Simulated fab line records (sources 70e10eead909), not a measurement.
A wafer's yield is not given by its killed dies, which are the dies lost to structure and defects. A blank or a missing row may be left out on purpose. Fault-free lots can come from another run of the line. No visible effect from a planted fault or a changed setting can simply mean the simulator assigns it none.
A single fault, viewed from 3 desks :: flow nand_harc :: each desk has only its own numbers; what lay behind them comes last

## FOR THE TOOL OWNER'S DESK: grinder-01
The tool's own readings at NHARC_THIN_TSV_GRIND_00: means of the sampled wafers that have a number, for each lot that ran on this tool. If a lot's mean is further than 4 standard deviations from the usual mean, the lot is out of limits and carries the mark OUT (the distance appears in the brackets).
Columns: A = motor_current_A at NHARC_THIN_TSV_GRIND_00, usual 12.001 A
lot: L189
first seen here: day 24 10:32
A: 11.997

lot: L190
first seen here: day 24 22:48
A: 12.016

lot: L203
first seen here: day 29 06:34
A: 12.014

lot: L202
first seen here: day 29 20:20
A: 12.015

lot: L210
first seen here: day 32 19:18
A: 12.003

lot: L211
first seen here: day 32 20:30
A: 11.974
Finding of this desk: none of the 6 lots has anything out of limits.

## FROM THE METROLOGY DESK
Lot by lot, what the gauges showed, no matter which tool ran the lot: averages of those sampled wafers that carry a number. If a lot's mean is further than 4 standard deviations from the usual mean, the lot is out of limits and carries the mark OUT (the distance appears in the brackets).
Columns: A = thk_nm at NHARC_A_BONDPAD_THK_MEAS_20, usual 169.7 nm; B = overlay_x_nm at NHARC_HYBRID_BOND_OVL_MEAS_05, usual -2 nm; C = overlay_y_nm at NHARC_HYBRID_BOND_OVL_MEAS_05, usual 3 nm; D = thk_nm at NHARC_THIN_TSV_THK_MEAS_02, usual 2995 nm
lot: L189
first seen here: day 23 23:15
A: 169.9
B: -16
C: 28
D: 2879

lot: L190
first seen here: day 24 13:04
A: 171.8
B: 1
C: -22
D: 2728

lot: L203
first seen here: day 28 18:00
A: 170.1
B: 3
C: 22
D: 1980 (-5.1) OUT

lot: L202
first seen here: day 29 09:25
A: 169.5
B: -10
C: -11
D: 1008 (-9.9) OUT

lot: L210
first seen here: day 32 09:09
A: 170.3
B: 11
C: 55
D: 2971

lot: L211
first seen here: day 32 10:40
A: 170.5
B: 6
C: 10
D: 2860
This desk finds L202, L203 out of limits, L203 being first, at day 29 07:52 (thk_nm at NHARC_THIN_TSV_THK_MEAS_02). In limits: L189, L190, L210, L211.

## THE DEFECT DESK
Per lot, the means of the sampled wafers with a number show what the inspections along the route counted. If a lot's mean is further than 4 standard deviations from the usual mean, the lot is out of limits and carries the mark OUT (the distance appears in the brackets).
Columns: A = raw_defect_count at NHARC_A_BONDPAD_INSPECT_23, usual 544; B = raw_defect_count at NHARC_HYBRID_BOND_INSPECT_06, usual 88
lot: L189
first seen here: day 23 23:27
A: 655
B: 147

lot: L190
first seen here: day 24 13:17
A: 644
B: 105

lot: L203
first seen here: day 28 18:12
A: 504
B: 121

lot: L202
first seen here: day 29 09:39
A: 482
B: 72

lot: L210
first seen here: day 32 09:21
A: 463
B: 59

lot: L211
first seen here: day 32 10:52
A: 665
B: 117
Finding of this desk: none of the 6 lots has anything out of limits.

## PUT TOGETHER
An alarm was possible from the metrology desk at day 29 07:52, on L202, L203.
The tool owner's desk saw nothing out of limits.
Nothing the defect desk looked at was out of limits.
The tool owner's desk has L202, L203 on record, within its limits.
The defect desk has L202, L203 on record, within its limits.
Of the lots named, all ran NHARC_THIN_TSV_GRIND_00 on grinder-01.

## WHAT THE SIMULATOR HAD INSERTED
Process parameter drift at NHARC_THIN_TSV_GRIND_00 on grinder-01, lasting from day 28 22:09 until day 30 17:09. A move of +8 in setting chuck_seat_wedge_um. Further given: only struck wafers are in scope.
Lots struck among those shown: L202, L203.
Per desk, hours elapsed from the start of the fault to the first reading out of limits: for the metrology desk, 10.
